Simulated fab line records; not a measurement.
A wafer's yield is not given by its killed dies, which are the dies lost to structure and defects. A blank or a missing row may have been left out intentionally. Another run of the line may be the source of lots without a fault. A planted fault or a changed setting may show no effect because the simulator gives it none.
Chamber matching :: flow n5_finfet :: cvd_co-02 running N5_BEOL_M3_PRE_CLEAN_60: 3 sister chambers
The step time 15 s. 18 wafers are shown with their chamber, then 9 later ones without.

== WAFERS, EACH WITH ITS CHAMBER ==
wafer: L074.1
chamber: 0
heater_power_outer_w (W): 19
heater_power_w (W): 78

wafer: L074.4
chamber: 1
heater_power_outer_w (W): 34
heater_power_w (W): 81

wafer: L074.6
chamber: 0
heater_power_outer_w (W): 19
heater_power_w (W): 76

wafer: L075.3
chamber: 0
heater_power_outer_w (W): 19
heater_power_w (W): 75

wafer: L075.4
chamber: 2
heater_power_outer_w (W): 11
heater_power_w (W): 71

wafer: L075.5
chamber: 0
heater_power_outer_w (W): 19
heater_power_w (W): 76

wafer: L078.2
chamber: 0
heater_power_outer_w (W): 19
heater_power_w (W): 77

wafer: L078.4
chamber: 0
heater_power_outer_w (W): 19
heater_power_w (W): 76

wafer: L078.6
chamber: 2
heater_power_outer_w (W): 11
heater_power_w (W): 73

wafer: L081.2
chamber: 1
heater_power_outer_w (W): 34
heater_power_w (W): 83

wafer: L081.4
chamber: 2
heater_power_outer_w (W): 12
heater_power_w (W): 70

wafer: L081.6
chamber: 0
heater_power_outer_w (W): 19
heater_power_w (W): 78

wafer: L085.2
chamber: 0
heater_power_outer_w (W): 19
heater_power_w (W): 77

wafer: L085.4
chamber: 0
heater_power_outer_w (W): 19
heater_power_w (W): 78

wafer: L085.5
chamber: 1
heater_power_outer_w (W): 35
heater_power_w (W): 82

wafer: L084.3
chamber: 1
heater_power_outer_w (W): 35
heater_power_w (W): 81

wafer: L084.5
chamber: 1
heater_power_outer_w (W): 35
heater_power_w (W): 83

wafer: L084.6
chamber: 0
heater_power_outer_w (W): 19
heater_power_w (W): 76

SIGNATURES (means of the wafers above)
reading: heater_power_outer_w
chamber 0: 19.00
chamber 1: 34.60
chamber 2: 11.33
scatter within a chamber: 0.353

reading: heater_power_w
chamber 0: 76.70
chamber 1: 82.00
chamber 2: 71.33
scatter within a chamber: 1.12
Rule: for each reading, subtract the chamber's mean from the wafer's reading, divide by that reading's scatter and square the result; add these up over the readings and take the root, which gives the wafer's distance from the chamber. The wafer belongs to the nearest chamber; if the next one is less than 2 further off, it can't be placed. How the scatter is found: for the shown wafers, subtract from each reading the mean of its chamber, square and add these, divide the total by (wafers less chambers), then take the root.

== WAFERS WITHOUT THEIR CHAMBER ==
wafer: L090.1
heater_power_outer_w (W): 35
heater_power_w (W): 83

wafer: L090.3
heater_power_outer_w (W): 12
heater_power_w (W): 73

wafer: L090.5
heater_power_outer_w (W): 35
heater_power_w (W): 84

wafer: L088.2
heater_power_outer_w (W): 34
heater_power_w (W): 84

wafer: L088.5
heater_power_outer_w (W): 33
heater_power_w (W): 83

wafer: L088.6
heater_power_outer_w (W): 19
heater_power_w (W): 77

wafer: L091.1
heater_power_outer_w (W): 34
heater_power_w (W): 81

wafer: L091.2
heater_power_outer_w (W): 12
heater_power_w (W): 73

wafer: L091.3
heater_power_outer_w (W): 20
heater_power_w (W): 78

== EACH ONE'S CHAMBER ==
wafer: L090.1
from the rows above: 1
in truth: 1

wafer: L090.3
from the rows above: 2
in truth: 2

wafer: L090.5
from the rows above: 1
in truth: 1

wafer: L088.2
from the rows above: 1
in truth: 1

wafer: L088.5
from the rows above: 1
in truth: 1

wafer: L088.6
from the rows above: 0
in truth: 0

wafer: L091.1
from the rows above: 1
in truth: 1

wafer: L091.2
from the rows above: 2
in truth: 2

wafer: L091.3
from the rows above: 0
in truth: 0
Correctly placed: 9 of 9. Left unplaced by these rows: 0. Placed wrongly: 0.
